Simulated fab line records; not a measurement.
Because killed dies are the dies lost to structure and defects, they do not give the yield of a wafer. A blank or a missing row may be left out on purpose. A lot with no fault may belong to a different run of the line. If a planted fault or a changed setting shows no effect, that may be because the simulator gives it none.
Split-lot trial + flow n5 finfet + 7 lots, 21 wafers read, on a route of 1938 steps

ON THE SPLIT
At N5_WELL_APT_PEB_23 (peb time 90 s), the setting peb temp c was moved away from the recipe's 130 C on 7 of the 21 wafers read, by -2.5% to +1.2%. For the rest of the wafers, this setting stayed at what the recipe calls for.

FROM THE SPLIT TO THE READING: what the file shows between them, 2 steps
- N5_WELL_APT_DEVELOP_24: develop time 45 s
- N5_WELL_APT_HARDBAKE_29: time 120 s

THE READING
At N5_WELL_APT_CD_MEAS_25: cd nm in nanometres, against a target cd of 200 nm. A value of 200.0 nm with a standard deviation of 1.2 nm is what fault-free wafers of this fab line usually give.

| wafer  | tool, chamber at the split | peb temp c as run, C | against the recipe | cd nm, nm | against lot-mates on the recipe |
|--------|----------------------------|----------------------|--------------------|-----------|---------------------------------|
| L074.1 | litho track-05, 0          | 127.7                | -1.8%              | 186.4     | -13.2                           |
| L074.2 | litho track-05, 0          | 130                  | recipe             | 199.7     | -                               |
| L074.5 | litho track-05, 0          | 130                  | recipe             | 199.4     | -                               |
| L079.1 | litho track-04, 0          | 130                  | recipe             | 211.5     | -                               |
| L079.2 | litho track-04, 0          | 130                  | recipe             | 199.8     | -                               |
| L079.5 | litho track-04, 0          | 127.4                | -2.0%              | 185.1     | -20.6                           |
| L081.2 | litho track-04, 0          | 130                  | recipe             | 185.8     | -                               |
| L081.4 | litho track-04, 0          | 130                  | recipe             | 201.5     | -                               |
| L081.5 | litho track-04, 0          | 130                  | recipe             | 186.4     | -                               |
| L083.4 | litho track-05, 0          | 130                  | recipe             | 201.1     | -                               |
| L083.5 | litho track-05, 0          | 131.5                | +1.2%              | 208.5     | +7.4                            |
| L083.6 | litho track-05, 0          | 131.5                | +1.2%              | 206.5     | +5.4                            |
| L092.1 | litho track-04, 0          | 130                  | recipe             | 199.9     | -                               |
| L092.4 | litho track-04, 0          | 130                  | recipe             | 199.4     | -                               |
| L092.6 | litho track-04, 0          | 127.2                | -2.2%              | 182.0     | -17.7                           |
| L094.2 | litho track-05, 0          | 130                  | recipe             | 200.0     | -                               |
| L094.3 | litho track-05, 0          | 126.8                | -2.5%              | 178.8     | -21.2                           |
| L094.4 | litho track-05, 0          | 126.8                | -2.5%              | 182.6     | -17.4                           |
| L095.1 | litho track-05, 0          | 130                  | recipe             | 200.5     | -                               |
| L095.2 | litho track-05, 0          | 130                  | recipe             | 200.2     | -                               |
| L095.6 | litho track-05, 0          | 130                  | recipe             | 199.6     | -                               |

THE FIT
A straight line over all 21 wafers: cd nm changes by +7.38 nm for each +1% of peb temp c; r = +0.84; the points scatter about the line by 5.2 nm.
The same after taking each lot's own level away (the mean of its wafers on the recipe; 21 wafers): +7.83 nm for each +1%; r = +0.92; scatter 3.8 nm.
That fit puts the effect of the largest move of peb temp c on the reading at 19 nm.
From 191.23 to 205.65 nm: that is the span of the lots' own levels, equal to 12.0 times the standard deviation above.
Hence the lot-to-lot level has little effect on the slope; both slopes agree.
Check: -19.3 nm against its lot-mates is what the line predicts for one of the wafers moved furthest among these (-2.5%) when that wafer is left out of the fit. Against them it came out at -21.2 nm.

THESE WAFERS: OTHER SPLITS
These wafers also went through other splits before the reading. Each is held against what the fit with the lots' levels taken away leaves over:
| other split on the same wafers          | wafers away from the commonest value | r with cd nm (lot level and that fit taken away) |
|-----------------------------------------|--------------------------------------|--------------------------------------------------|
| N5_ZERO_LAYER_COAT_05 spin rpm          | 5                                    | -0.06                                            |
| N5_ZERO_LAYER_DEVELOP_10 develop time s | 9                                    | +0.02                                            |
| N5_WELL_APT_EXPOSE_22 dose mj           | 4                                    | +0.56                                            |

THE WHOLE CHAIN: every reading that the file lists as answering this split, in the file's order
| step                   | what it does             | reading                                                         | change (the file's fit)              | r (the file's) |
|------------------------|--------------------------|-----------------------------------------------------------------|--------------------------------------|----------------|
| N5_WELL_APT_CD_MEAS_25 | target cd 200 nm         | cd nm                                                           | +8.22 nm for each +1% of the setting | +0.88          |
| N5_WELL_APT_DESCUM_30  | chemistry O2, time 7.9 s | WELL_APT.cd nm (the simulator's own value, which no gauge read) | +7.67 nm for each +1% of the setting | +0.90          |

FILE'S OWN FIT
cd nm changes by +8.22 nm for each +1% of peb temp c, r = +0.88.
